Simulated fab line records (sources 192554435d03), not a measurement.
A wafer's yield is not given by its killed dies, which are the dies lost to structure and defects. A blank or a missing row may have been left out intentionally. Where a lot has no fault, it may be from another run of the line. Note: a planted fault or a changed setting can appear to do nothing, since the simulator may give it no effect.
Matching of chambers / flow n5_finfet / N5_SDB_HM_DEP_00 on pecvd-03: 3 sister chambers
The step deposits SiNx from SiH4/NH3/N2, target thk 40 nm, time 35.3 s. 6 wafers are shown with their chamber, then 12 later ones without.

## EACH WAFER AND ITS CHAMBER
wafer=L083.3; chamber=2; showerhead_plenum_p_Torr (Torr)=5.21; throttle_valve_pct (%)=37.8
wafer=L087.2; chamber=2; showerhead_plenum_p_Torr (Torr)=5.23; throttle_valve_pct (%)=37.9
wafer=L090.3; chamber=1; showerhead_plenum_p_Torr (Torr)=5.10; throttle_valve_pct (%)=39.1
wafer=L091.3; chamber=0; showerhead_plenum_p_Torr (Torr)=5.25; throttle_valve_pct (%)=40.4
wafer=L091.4; chamber=0; showerhead_plenum_p_Torr (Torr)=5.25; throttle_valve_pct (%)=40.6
wafer=L091.6; chamber=1; showerhead_plenum_p_Torr (Torr)=5.09; throttle_valve_pct (%)=38.9

## WAFERS MISSING THEIR CHAMBER
wafer=L093.1; showerhead_plenum_p_Torr (Torr)=5.09; throttle_valve_pct (%)=39.1
wafer=L093.4; showerhead_plenum_p_Torr (Torr)=5.09; throttle_valve_pct (%)=39.1
wafer=L093.6; showerhead_plenum_p_Torr (Torr)=5.23; throttle_valve_pct (%)=37.9
wafer=L094.1; showerhead_plenum_p_Torr (Torr)=5.24; throttle_valve_pct (%)=40.2
wafer=L094.2; showerhead_plenum_p_Torr (Torr)=5.09; throttle_valve_pct (%)=39.2
wafer=L094.3; showerhead_plenum_p_Torr (Torr)=5.21; throttle_valve_pct (%)=38.0
wafer=L095.3; showerhead_plenum_p_Torr (Torr)=5.24; throttle_valve_pct (%)=40.3
wafer=L095.5; showerhead_plenum_p_Torr (Torr)=5.08; throttle_valve_pct (%)=38.9
wafer=L095.6; showerhead_plenum_p_Torr (Torr)=5.22; throttle_valve_pct (%)=37.8
wafer=L097.2; showerhead_plenum_p_Torr (Torr)=5.09; throttle_valve_pct (%)=39.1
wafer=L097.4; showerhead_plenum_p_Torr (Torr)=5.11; throttle_valve_pct (%)=39.0
wafer=L097.5; showerhead_plenum_p_Torr (Torr)=5.10; throttle_valve_pct (%)=38.9

## WHICH CHAMBER EACH WENT THROUGH
wafer=L093.1; from the rows above=1; in truth=1
wafer=L093.4; from the rows above=1; in truth=1
wafer=L093.6; from the rows above=2; in truth=2
wafer=L094.1; from the rows above=0; in truth=0
wafer=L094.2; from the rows above=1; in truth=1
wafer=L094.3; from the rows above=2; in truth=2
wafer=L095.3; from the rows above=0; in truth=0
wafer=L095.5; from the rows above=1; in truth=1
wafer=L095.6; from the rows above=2; in truth=2
wafer=L097.2; from the rows above=1; in truth=1
wafer=L097.4; from the rows above=1; in truth=1
wafer=L097.5; from the rows above=1; in truth=1
Correctly placed: 12 of 12. Number that these rows cannot place: 0. Number placed wrongly: 0.
How it was worked out, from the rows above alone: a wafer's distance from a chamber is the root of the sum, over the readings, of the square of ((its reading less the chamber's mean) divided by the reading's scatter). The wafer belongs to the nearest chamber; if the next one is less than 2 further off, it can't be placed. A chamber's mean is the mean of its shown wafers. The scatter: the root of (the sum of the squares of (reading less its chamber's mean) over the shown wafers, divided by (wafers less chambers)).
